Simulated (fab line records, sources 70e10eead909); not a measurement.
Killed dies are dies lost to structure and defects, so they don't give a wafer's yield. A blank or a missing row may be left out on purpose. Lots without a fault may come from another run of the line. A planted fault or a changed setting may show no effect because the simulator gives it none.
Which tool did it? | flow nand_harc | 12 lots, 36 wafers sampled, at 6 steps of a route of 1302

WHAT THE GAUGES READ, wafer by wafer
NHARC_P_M2_CD_MEAS_16. Usual: cd_nm 169.5 nm, standard deviation 1.
lot  | measured     | on        | cd_nm (nm)        | flag
L269 | day 6 13:34  | cd_sem-03 | 168.7 168.8 170.4 |
L270 | day 6 17:01  | cd_sem-03 | 169.2 169.6 168.6 |
L271 | day 7 05:45  | cd_sem-03 | 170.2 169.0 169.5 |
L273 | day 8 03:22  | cd_sem-03 | 170.1 168.6 170.1 |
L280 | day 11 03:46 | cd_sem-02 | 169.6 170.4 169.2 |
L284 | day 12 13:45 | cd_sem-03 | 170.9 168.5 168.8 |
L285 | day 13 00:42 | cd_sem-01 | 168.7 169.7 169.5 |
L287 | day 13 22:43 | cd_sem-02 | 169.6 171.1 169.7 |
L288 | day 14 08:28 | cd_sem-01 | 168.2 170.6 171.5 |
L289 | day 14 18:14 | cd_sem-02 | 169.3 168.4 168.3 |
L290 | day 15 01:05 | cd_sem-02 | 168.5 170.9 170.1 |
L292 | day 16 06:01 | cd_sem-01 | 168.6 169.3 169.1 |

NHARC_END_SORT_01. Usual: defect_limited_yield 90.7 %, standard deviation 2.7; killed_at_array 58, standard deviation 19; killed_at_other 1.1, standard deviation 1.2; killed_at_periphery 3.8, standard deviation 2.4; killed_dies 63, standard deviation 18; killed_open 3.3, standard deviation 1.8; killed_short 2.2, standard deviation 1.6.
lot  | measured     | on        | defect_limited_yield (%) | killed_at_array | killed_at_other | killed_at_periphery | killed_dies | killed_open | killed_short | flag
L271 | day 25 05:37 | prober-01 | 92.8                     | 38              | 1               | 10                  | 49          | 3           | 2            |
L284 | day 30 10:06 | prober-01 | 89.5 87.3 88.9           | 68 81 67        | 0 0 0           | 3 5 8               | 71 86 75    | 7 2 5       | 1 1 0        |
L285 | day 30 18:37 | prober-02 | 88.8 90.1 89.2           | 71 62 72        | 0 0 0           | 5 5 1               | 76 67 73    | 3 6 0       | 3 2 0        |

WHICH TOOL RAN EACH LOT (tool, then ch and the chambers of the sampled wafers, then the start)
lot  | NHARC_P_M2_ETCH_28                            | NHARC_P_M2_ECD_22              | NHARC_P_M2_CMP_23             | NHARC_P_BONDPAD_DEP_00
L269 | rie_diel-03 ch 2,3, day 6 14:38 or earlier    | ecd_cu-01 ch 0,1, day 6 14:38  | cmp-01 ch 0,2,3, day 6 15:22  | pecvd-03 ch 0,1,2, day 6 16:23
L270 | rie_diel-05 ch 0,1,2, day 6 18:08 or earlier  | ecd_cu-02 ch 0,1, day 6 18:08  | cmp-02 ch 1,2,3, day 6 19:25  | pecvd-03 ch 0,2, day 6 20:37
L271 | rie_diel-03 ch 0,1,2, day 7 06:52 or earlier  | ecd_cu-01 ch 0,1, day 7 06:52  | cmp-01 ch 0,1,3, day 7 08:13  | pecvd-03 ch 0,2, day 7 09:22
L273 | rie_diel-03 ch 1,2,3, day 8 04:32 or earlier  | ecd_cu-02 ch 0,1, day 8 04:32  | cmp-04 ch 0,3, day 8 05:08    | pecvd-01 ch 1,2, day 8 06:11
L280 | rie_diel-03 ch 0,1, day 11 04:53 or earlier   | ecd_cu-01 ch 0,1, day 11 04:53 | cmp-01 ch 1,2, day 11 06:24   | pecvd-03 ch 1,2, no start
L284 | rie_diel-05 ch 0,2,3, day 12 14:55 or earlier | ecd_cu-01 ch 0,1, day 12 14:55 | cmp-04 ch 0,2, day 12 15:32   | pecvd-03 ch 0,2, day 30 10:06 or earlier
L285 | rie_diel-05 ch 0,1,3, day 13 01:49 or earlier | ecd_cu-01 ch 0,1, day 13 01:49 | cmp-01 ch 2,3, day 13 02:32   | pecvd-01 ch 1,2, day 13 03:39
L287 | rie_diel-03 ch 0,1,3, day 13 23:53 or earlier | ecd_cu-02 ch 0,1, day 13 23:53 | cmp-01 ch 1,2,3, day 14 00:40 | pecvd-03 ch 1,2, no start
L288 | rie_diel-04 ch 1,2,3, day 14 09:34 or earlier | ecd_cu-01 ch 0, day 14 09:34   | cmp-04 ch 0,1,2, day 14 10:18 | pecvd-03 ch 0,1, day 14 11:29
L289 | rie_diel-04 ch 2,3, day 14 19:18 or earlier   | ecd_cu-02 ch 0,1, day 14 19:18 | cmp-04 ch 0,2,3, day 14 20:05 | pecvd-01 ch 0,2, day 14 21:19
L290 | rie_diel-04 ch 0,1,2, day 15 02:12 or earlier | ecd_cu-02 ch 0,1, day 15 02:12 | cmp-01 ch 0,3, day 15 02:52   | pecvd-01 ch 1,2, day 15 03:58
L292 | rie_diel-04 ch 0,1,3, day 16 07:05 or earlier | ecd_cu-01 ch 0,1, day 16 07:05 | cmp-01 ch 0,1,2, day 16 07:54 | pecvd-02 ch 0, day 16 09:37
- NHARC_P_M2_ETCH_28: etches the open film in CF4/N2, target depth 30 nm, time 72.99 s.
- NHARC_P_M2_ECD_22: material Cu, target thk 400 nm.
- NHARC_P_M2_CMP_23: polishes, t overpolish 20 s, target thk 144.3 nm.
- NHARC_P_BONDPAD_DEP_00: deposits SiCN, target thk 250 nm.

WHAT THE TOOLS THEMSELVES READ (means of the sampled wafers that have a number; where no wafer has one, the mark that the record gives instead)
NHARC_P_M2_ETCH_28. Usual: bias_w 100.01 W, standard deviation 0.28; drypump_motor_current_A 5.6 A, standard deviation 0.54; mfc_ar_sccm 150.0 sccm, standard deviation 0.46; oes_product_au 1.003 a.u., standard deviation 0.014; rf_vpp_V 314.4 V, standard deviation 1.8; showerhead_plenum_p_Torr 2.65 Torr, standard deviation 0.1; throttle_valve_pct 19.794 %, standard deviation 0.0091.
lot  | tool        | bias_w (W) | drypump_motor_current_A (A) | mfc_ar_sccm (sccm) | oes_product_au (a.u.) | rf_vpp_V (V) | showerhead_plenum_p_Torr (Torr) | throttle_valve_pct (%) | flag
L269 | rie_diel-03 | 99.95      | 5.1                         | 150.2              | 0.987                 | 313.0        | 2.55                            | 19.802                 |
L270 | rie_diel-05 | 99.97      | 5.3                         | 150.0              | 0.997                 | 313.8        | 2.61                            | 19.787                 |
L271 | rie_diel-03 | 99.75      | 5.6                         | 150.0              | 0.997                 | 312.7        | 2.58                            | 19.799                 |
L273 | rie_diel-03 | 99.69      | 5.5                         | 149.7              | 0.992                 | 312.6        | 2.56                            | 19.802                 |
L280 | rie_diel-03 | 99.82      | 5.8                         | 150.3              | 0.998                 | 313.6        | 2.60                            | 19.799                 |
L284 | rie_diel-05 | 99.98      | 5.6                         | 150.2              | 1.002                 | 315.9        | 2.71                            | 19.798                 |
L285 | rie_diel-05 | 100.16     | 5.7                         | 149.8              | 1.005                 | 314.9        | 2.65                            | 19.798                 |
L287 | rie_diel-03 | 99.74      | 5.3                         | 149.9              | 0.983                 | 313.5        | 2.59                            | 19.799                 |
L288 | rie_diel-04 | 99.88      | 5.9                         | 149.7              | 0.993                 | 316.9        | 2.73                            | 19.783                 |
L289 | rie_diel-04 | 100.29     | 5.7                         | 149.8              | 0.994                 | 315.1        | 2.69                            | 19.793                 |
L290 | rie_diel-04 | 99.96      | 6.0                         | 149.8              | 0.993                 | 315.6        | 2.70                            | 19.793                 |
L292 | rie_diel-04 | 100.16     | 6.0                         | 150.5              | 0.998                 | 314.7        | 2.65                            | 19.791                 |

NHARC_P_M2_CMP_23. Usual: motor_current_A 11.9 A, standard deviation 1.2; time_to_endpoint_s 30 s, standard deviation 3.4.
lot  | tool   | motor_current_A (A) | time_to_endpoint_s (s) | flag
L269 | cmp-01 | 12.1                | 26                     |
L270 | cmp-02 | 12.7                | 61                     | OFF
L271 | cmp-01 | 12.4                | 57                     | OFF
L273 | cmp-04 | 10.9                | 34                     |
L280 | cmp-01 | 12.7                | 56                     | OFF
L284 | cmp-04 | 11.1                | 31                     |
L285 | cmp-01 | 11.8                | 26                     |
L287 | cmp-01 | 12.1                | 30                     |
L288 | cmp-04 | 11.9                | 31                     |
L289 | cmp-04 | 10.9                | 29                     |
L290 | cmp-01 | 12.4                | 32                     |
L292 | cmp-01 | 13.0                | 31                     |

NHARC_P_BONDPAD_DEP_00. Usual: heater_power_w 583 W, standard deviation 74; susceptor_temp_C 370.02 C, standard deviation 0.22.
lot  | tool     | heater_power_w (W) | susceptor_temp_C (C) | flag
L269 | pecvd-03 | 536                | 369.95               |
L270 | pecvd-03 | 590                | 370.19               |
L271 | pecvd-03 | 548                | 370.03               |
L273 | pecvd-01 | 599                | 370.26               |
L280 | pecvd-03 | 502                | 369.90               |
L284 | pecvd-03 | 618                | 369.89               |
L285 | pecvd-01 | 633                | 369.94               |
L287 | pecvd-03 | 504                | 370.05               |
L288 | pecvd-03 | 546                | 370.03               |
L289 | pecvd-01 | 649                | 370.10               |
L290 | pecvd-01 | 661                | 370.21               |
L292 | pecvd-02 | 578                | 369.90               |

THE ANSWER, worked out from the rows above alone
Rule: a lot is off if the mean of its wafers that have a number lies more than 3 standard deviations from the usual mean. A lot without any number at a reading at which 4 lots or more have one is off too. The other lots that the step has rows for count as sound. The gauges are gone through in route order, then the tools' own readings, and for those a lot's mean is taken as printed above. The first step at which some lot is off is used, and at that step the reading that is off furthest; a lot without a number counts as furthest.
Off: L270, L271, L280, at NHARC_P_M2_CMP_23 (time_to_endpoint_s).
A tool fits if, at that step or a process step before it, it ran every lot that is off, and no sound lot after the first of them. NHARC_P_M2_ETCH_28 gives no start for some lots, so the hours and the order of its lots are those of NHARC_P_M2_ECD_22. None of those tried fits.

WHAT THE SIMULATOR HAD PUT IN
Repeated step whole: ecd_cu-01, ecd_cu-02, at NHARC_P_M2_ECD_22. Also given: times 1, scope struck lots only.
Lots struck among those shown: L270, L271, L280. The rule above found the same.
